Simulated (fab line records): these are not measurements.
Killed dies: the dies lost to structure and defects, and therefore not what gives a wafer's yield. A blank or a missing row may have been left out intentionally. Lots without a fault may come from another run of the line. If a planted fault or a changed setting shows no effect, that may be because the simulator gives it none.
Split-lot experiment | flow n5 finfet | on a route of 1938 steps: 7 lots, 21 wafers read

## SPLIT DETAILS
At N5_ZERO_LAYER_EXPOSE_08 (exposes mask ZERO, defocus 0 nm, target cd 2000 nm), the setting dose mj was moved away from the recipe's 16.2 on 6 of the 21 wafers read, by -6.8% to -3.3%. The other wafers ran this setting at the recipe's value.

## FROM THE SPLIT TO THE READING: what the file shows between them, 3 steps
- N5_ZERO_LAYER_PEB_09
- N5_ZERO_LAYER_DEVELOP_10: develop time 60 s
- N5_ZERO_LAYER_HARDBAKE_23: time 120 s

## THE READING
At N5_ZERO_LAYER_CD_MEAS_11: cd nm in nanometres, against a target cd of 2000 nm. On this fab line, fault-free wafers typically give 2000.0 nm with a standard deviation of 1.6 nm.

wafer  | tool, chamber at the split | dose mj as run | against the recipe | cd nm, nm | against lot-mates on the recipe
L078.1 | krf scanner-01, 0          | 16.2           | recipe             | 2000.5    | -
L078.3 | krf scanner-01, 0          | 16.2           | recipe             | 2002.1    | -
L078.6 | krf scanner-01, 0          | 16.2           | recipe             | 2000.5    | -
L079.1 | krf scanner-01, 0          | 16.2           | recipe             | 1999.1    | -
L079.3 | krf scanner-01, 0          | 15.1           | -6.8%              | 1985.2    | -14.1
L079.6 | krf scanner-01, 0          | 16.2           | recipe             | 1999.6    | -
L081.3 | krf scanner-02, 0          | 16.2           | recipe             | 1998.0    | -
L081.5 | krf scanner-02, 0          | 15.2           | -6.2%              | 1986.1    | -11.5
L081.6 | krf scanner-02, 0          | 16.2           | recipe             | 1997.1    | -
L088.1 | krf scanner-02, 0          | 16.2           | recipe             | 2001.2    | -
L088.3 | krf scanner-02, 0          | 16.2           | recipe             | 2001.8    | -
L088.4 | krf scanner-02, 0          | 16.2           | recipe             | 2001.2    | -
L090.2 | krf scanner-01, 0          | 16.2           | recipe             | 1997.9    | -
L090.4 | krf scanner-01, 0          | 15.53          | -4.1%              | 1990.9    | -7.0
L090.5 | krf scanner-01, 0          | 16.2           | recipe             | 1998.0    | -
L092.1 | krf scanner-01, 0          | 15.67          | -3.3%              | 1992.0    | no lot-mate on the recipe
L092.3 | krf scanner-01, 0          | 15.67          | -3.3%              | 1992.5    | no lot-mate on the recipe
L092.5 | krf scanner-01, 0          | 15.67          | -3.3%              | 1991.8    | no lot-mate on the recipe
L095.1 | krf scanner-01, 0          | 16.2           | recipe             | 1997.6    | -
L095.3 | krf scanner-01, 0          | 16.2           | recipe             | 1998.8    | -
L095.6 | krf scanner-01, 0          | 16.2           | recipe             | 1999.1    | -

FIT RESULTS
A straight line over all 21 wafers: cd nm changes by +2.15 nm for each +1% of dose mj; r = +0.96; the points scatter about the line by 1.4 nm.
The same after taking each lot's own level away (the mean of its wafers on the recipe; 18 wafers): +1.94 nm for each +1%; r = +0.99; scatter 0.61 nm.
On that fit, the largest move of dose mj shifts the reading by 13 nm.
From 1997.55 to 2001.40 nm: that is the span of the lots' own levels, equal to 2.4 times the standard deviation above.
Hence the slope depends on the lot-to-lot level, as the two fits are not the same.
Check: for one of the wafers moved furthest among these (-6.8%), held out of the fit, the line's prediction against its lot-mates is -12.3 nm. It came out at -14.1 nm against them.

## FURTHER SPLITS ON THESE WAFERS
Other splits were also applied to these wafers ahead of the reading. Each is held against what the fit with the lots' levels taken away leaves over:
other split on the same wafers | wafers away from the commonest value | r with cd nm (lot level and that fit taken away)
N5_ZERO_LAYER_PECVD_02 time s  | 6                                    | -0.19

## THE WHOLE CHAIN: every reading that the file lists as answering this split, in the file's order
step                     | what it does                                        | reading                                                           | change (the file's fit)              | r (the file's)
N5_ZERO_LAYER_CD_MEAS_11 | target cd 2000 nm                                   | cd nm                                                             | +1.93 nm for each +1% of the setting | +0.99
N5_ZERO_LAYER_DESCUM_16  | chemistry O2, time 7.9 s                            | ZERO_LAYER.cd nm (the simulator's own value, which no gauge read) | +1.95 nm for each +1% of the setting | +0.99
N5_ZERO_LAYER_ETCH_17    | etches SiO2 in CF4, target depth 12 nm, time 13.3 s | ZERO_LAYER.cd nm (the simulator's own value, which no gauge read) | +1.96 nm for each +1% of the setting | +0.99

## THE FILE'S OWN FIT
cd nm changes by +1.93 nm for each +1% of dose mj, r = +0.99.
